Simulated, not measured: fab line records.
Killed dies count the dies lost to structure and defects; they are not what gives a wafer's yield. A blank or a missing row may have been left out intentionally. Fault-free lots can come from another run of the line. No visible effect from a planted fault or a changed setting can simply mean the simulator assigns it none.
Problem report in the 8D (eight disciplines) form, filled by code	flow n5Finfet	the parts of the form that need people (team, actions taken, sign-off) are left out

1. THE ISSUE
Mean of plateTempC at N5_BEOL_M11_COAT_63: 256.55 C across 6 wafers in 2 lots; on wafers with no fault it is 250.00 C (standard deviation 0.16). That puts it +41 standard deviations away from the usual mean.
The step: time 60 s, resist thk 100 nm.
First observed at day 15 11:15: wafer L558.2, on lithoTrack-02. Wafers with a number at this step in the record: 39, from 13 lots. By rule, "out" or "out of limits" means more than 4 standard deviations away from the usual mean. The rest of the wafers with a number are treated as sound.

2. WHAT IT IS, AND WHAT IT ISN'T
question	is	is not
which readings at this step	plateTempC, heaterPowerTotalW	-
which lots	L558, L561	L547, L549, L552, L553, L554, L556, L564, L565, L566, L567, L570
which wafers of those lots	all that have a number	-
read on which tools	lithoTrack-02	lithoTrack-03, lithoTrack-04
when	from day 15 11:15	up to then (18 sound wafers); but 15 sound wafers of L564, L565, L566, L567, L570 came after

3. SUSPECTS, AND WHAT RULES EACH OUT
Counting: a tool at a process step up to the reading stays a suspect if it ran every lot that is out and no sound lot after the first of them.
- pvdSputter-03 at N5_BEOL_M10_DEGAS_44 (time 60 s): ruled out as a lasting fault. After its first lot that is out, L558 (day 15 03:20), sound lots L565, L564, L567 ran on it.
- pvdSputter-03 at N5_BEOL_M10_PRE_CLEAN_45 (time 30 s): ruled out as a lasting fault. After its first lot that is out, L558 (day 15 03:22), sound lots L565, L564, L567 ran on it.
- lithoTrack-02 at N5_BEOL_M11_COAT_63 (time 60 s, resist thk 100 nm): kept. It ran every lot that is out, first L558 (day 15 11:15), and no sound lot after that; its last sound lot up to then is L556 (day 15 05:54). Out on those wafers are its own readings of heaterPowerTotalW, plateTempC.
Remaining after the count: lithoTrack-02 at N5_BEOL_M11_COAT_63.

4. THE CAUSE (what the simulator had put in)
Process parameter drift: lithoTrack-02, from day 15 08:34 on, at N5_BEOL_M11_COAT_63. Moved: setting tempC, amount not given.
After counting, this tool was the only one left.

5. THE EFFECT CHAIN, in route order
Each row: a reading whose mean over the struck wafers that have a number lies more than 3 standard deviations from the usual. Only readings for which the record gives a usual standard deviation are gone through. hours: the time from each lot's start at the first step in this table that gives one to its start at this step, as a median over the lots. sigmas: the change in usual standard deviations.
hours	step	reading	usual	on struck wafers	change	sigmas
0	N5_BEOL_M11_COAT_63	heaterPowerTotalW	500.7 W	516.9	+16.2	+10
0	N5_BEOL_M11_COAT_63	plateTempC	250.00 C	256.55	+6.55	+41
Here are the process steps it includes:
- N5_BEOL_M11_COAT_63: time 60 s, resist thk 100 nm.

6. WHAT WOULD HAVE CAUGHT IT SOONER
The fault began at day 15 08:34; the first out-of-limits reading in this record came at day 15 11:15, 3 hours later.
